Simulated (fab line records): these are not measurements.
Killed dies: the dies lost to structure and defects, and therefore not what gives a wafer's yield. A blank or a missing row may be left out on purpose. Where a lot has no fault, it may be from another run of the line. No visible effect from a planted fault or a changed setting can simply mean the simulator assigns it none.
8D (eight disciplines) problem report, filled in by code -- flow n5 finfet -- the parts of the form that need people (team, actions taken, sign-off) are left out

1. PROBLEM STATEMENT
Wafers with no fault read 24.8 s with a standard deviation of 0.54, whereas barrier field endpoint s at N5_BEOL_M2_CMP_52 reads a mean of 14.0 s on 1 wafer of 1 lot. Measured from the usual mean, that is -20 standard deviations.
The step: polishes, stops on SiOC, t overpolish 6.8 s, target thk 40 nm.
The first sign was on wafer L664.6 at day 10 18:19, on cmp-04. The record has a number at this step for 29 wafers belonging to 10 lots. The rule behind "out" and "out of limits": a value lying over 4 standard deviations away from the usual mean. Any other wafer with a number is counted as sound.

2. WHAT IT IS, AND WHAT IT ISN'T
question,is,is not
which readings at this step,"barrier field endpoint s, time to endpoint s","motor current A, overpolish run s"
which lots,L664,"L651, L652, L654, L656, L658, L660, L670, L671, L672"
which wafers of those lots,L664.6,L664.3
read on which tools,cmp-04,"cmp-02, cmp-03"
when,from day 10 18:19,"up to then (19 sound wafers); but 9 sound wafers of L670, L671, L672 came after"

3. SUSPECTS, AND WHAT RULES EACH OUT
Counting: a tool at a process step up to the reading stays a suspect if it ran every lot that is out. Sound lots after the first of them don't rule it out here, since some wafers of a struck lot are sound.
- pvd sputter-03 at N5_BEOL_M2_ANNEAL_82 (time 240 s): kept. It ran the lot that is out, L664 (day 10 16:28); its last sound lot up to then is L660 (day 9 18:28).
- pvd sputter-03 at N5_BEOL_M2_SPUTTER_92 (material Cu, target thk 4.5 nm, time 8.29 s): kept. It ran the lot that is out, L664 (day 10 17:16); its last sound lot up to then is L660 (day 9 19:16).
- cmp-04 at N5_BEOL_M2_CMP_52 (polishes, stops on SiOC, t overpolish 6.8 s, target thk 40 nm): kept. It ran the lot that is out, L664 (day 10 18:19); its last sound lot up to then is L660 (day 9 20:12). On those wafers its own readings are out: barrier field endpoint s, time to endpoint s.
- Within cmp-04 at N5_BEOL_M2_CMP_52: the wafers that are out ran in chamber 3; their sound lot-mates ran in chamber 0.
Still standing after the count: pvd sputter-03 at N5_BEOL_M2_ANNEAL_82, pvd sputter-03 at N5_BEOL_M2_SPUTTER_92, cmp-04 at N5_BEOL_M2_CMP_52.

4. THE CAUSE (what the simulator had put in)
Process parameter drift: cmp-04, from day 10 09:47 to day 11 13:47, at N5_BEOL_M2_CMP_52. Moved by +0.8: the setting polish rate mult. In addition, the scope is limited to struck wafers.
After counting, 3 suspects remain, this tool included.

5. THE CHAIN OF EFFECTS, in route order
One row per reading whose mean, taken over the struck wafers that have a number, lies over 3 standard deviations from the usual. Readings are gone through only where the record gives a usual standard deviation; hours: the median, over the lots, of the time from a lot's start at the first step in this table giving one to that lot's start at this step; sigmas: the change measured in usual standard deviations.
hours,step,reading,usual,on struck wafers,change,sigmas
0,N5_BEOL_M2_CMP_52,barrier field endpoint s,24.8 s,14.0,-10.8,-20
0,N5_BEOL_M2_CMP_52,time to endpoint s,64.1 s,38.1,-26.0,-9.6
It contains these process steps:
- N5_BEOL_M2_CMP_52: polishes, stops on SiOC, t overpolish 6.8 s, target thk 40 nm.
Later measuring or inspecting steps at which every struck wafer that the step has a row for has a number for every such reading, and none has moved that far: N5_BEOL_M2_INSPECT_59, N5_BEOL_M4_RC_MEAS_101.

6. WHAT WOULD HAVE CAUGHT IT SOONER
The fault began at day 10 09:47; the first out-of-limits reading in this record came at day 10 18:19, 9 hours later.
